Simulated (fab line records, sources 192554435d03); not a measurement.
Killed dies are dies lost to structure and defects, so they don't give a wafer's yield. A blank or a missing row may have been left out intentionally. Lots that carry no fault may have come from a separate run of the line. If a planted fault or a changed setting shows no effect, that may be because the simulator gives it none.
Chamber matching :: flow n5Finfet :: N5_BEOL_M2_VIA_ETCH_34 on rieDiel-04: 4 sister chambers
The step etches the open film in C4F6/O2, target depth 69.4 nm, time 65.9 s. 8 wafers are shown with their chamber, then 12 later ones without.

## WAFERS PAIRED WITH THEIR CHAMBERS
wafer: L077.4
chamber: 1
showerheadPlenumPTorr (Torr): 2.70
drypumpMotorCurrentA (A): 5.2

wafer: L080.1
chamber: 0
showerheadPlenumPTorr (Torr): 2.72
drypumpMotorCurrentA (A): 5.6

wafer: L084.2
chamber: 0
showerheadPlenumPTorr (Torr): 2.72
drypumpMotorCurrentA (A): 5.6

wafer: L084.3
chamber: 3
showerheadPlenumPTorr (Torr): 2.80
drypumpMotorCurrentA (A): 5.3

wafer: L084.4
chamber: 2
showerheadPlenumPTorr (Torr): 2.93
drypumpMotorCurrentA (A): 5.8

wafer: L085.1
chamber: 3
showerheadPlenumPTorr (Torr): 2.80
drypumpMotorCurrentA (A): 5.4

wafer: L085.2
chamber: 1
showerheadPlenumPTorr (Torr): 2.69
drypumpMotorCurrentA (A): 5.2

wafer: L085.5
chamber: 2
showerheadPlenumPTorr (Torr): 2.92
drypumpMotorCurrentA (A): 5.8

## WAFERS WITH NO CHAMBER GIVEN
wafer: L090.3
showerheadPlenumPTorr (Torr): 2.92
drypumpMotorCurrentA (A): 5.8

wafer: L090.4
showerheadPlenumPTorr (Torr): 3.05
drypumpMotorCurrentA (A): 5.6

wafer: L090.6
showerheadPlenumPTorr (Torr): 2.69
drypumpMotorCurrentA (A): 5.3

wafer: L094.2
showerheadPlenumPTorr (Torr): 2.91
drypumpMotorCurrentA (A): 5.8

wafer: L094.4
showerheadPlenumPTorr (Torr): 2.79
drypumpMotorCurrentA (A): 5.4

wafer: L094.5
showerheadPlenumPTorr (Torr): 2.91
drypumpMotorCurrentA (A): 5.8

wafer: L095.3
showerheadPlenumPTorr (Torr): 2.79
drypumpMotorCurrentA (A): 5.4

wafer: L095.5
showerheadPlenumPTorr (Torr): 2.91
drypumpMotorCurrentA (A): 5.7

wafer: L095.6
showerheadPlenumPTorr (Torr): 2.79
drypumpMotorCurrentA (A): 5.4

wafer: L097.1
showerheadPlenumPTorr (Torr): 2.79
drypumpMotorCurrentA (A): 5.3

wafer: L097.5
showerheadPlenumPTorr (Torr): 3.04
drypumpMotorCurrentA (A): 5.6

wafer: L097.6
showerheadPlenumPTorr (Torr): 2.79
drypumpMotorCurrentA (A): 5.4

## WHICH CHAMBER EACH ONE RAN IN
wafer: L090.3
from the rows above: 2
in truth: 2

wafer: L090.4
from the rows above: 2
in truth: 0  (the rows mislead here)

wafer: L090.6
from the rows above: 1
in truth: 1

wafer: L094.2
from the rows above: 2
in truth: 2

wafer: L094.4
from the rows above: 3
in truth: 3

wafer: L094.5
from the rows above: 2
in truth: 2

wafer: L095.3
from the rows above: 3
in truth: 3

wafer: L095.5
from the rows above: 2
in truth: 2

wafer: L095.6
from the rows above: 3
in truth: 3

wafer: L097.1
from the rows above: 3
in truth: 3

wafer: L097.5
from the rows above: 2
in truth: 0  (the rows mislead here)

wafer: L097.6
from the rows above: 3
in truth: 3
Correctly placed: 10 of 12. Left unplaced by these rows: 0. 2 placed wrongly.
How it was worked out, from the rows above alone: a wafer's distance from a chamber is the root of the sum, over the readings, of the square of ((its reading less the chamber's mean) divided by the reading's scatter). The wafer belongs to the nearest chamber; if the next one is less than 2 further off, it can't be placed. Each chamber's mean is taken over the wafers shown for it. The scatter: take each reading less its chamber's mean, square it, sum over the shown wafers, divide by the number of wafers less the number of chambers, and take the root.
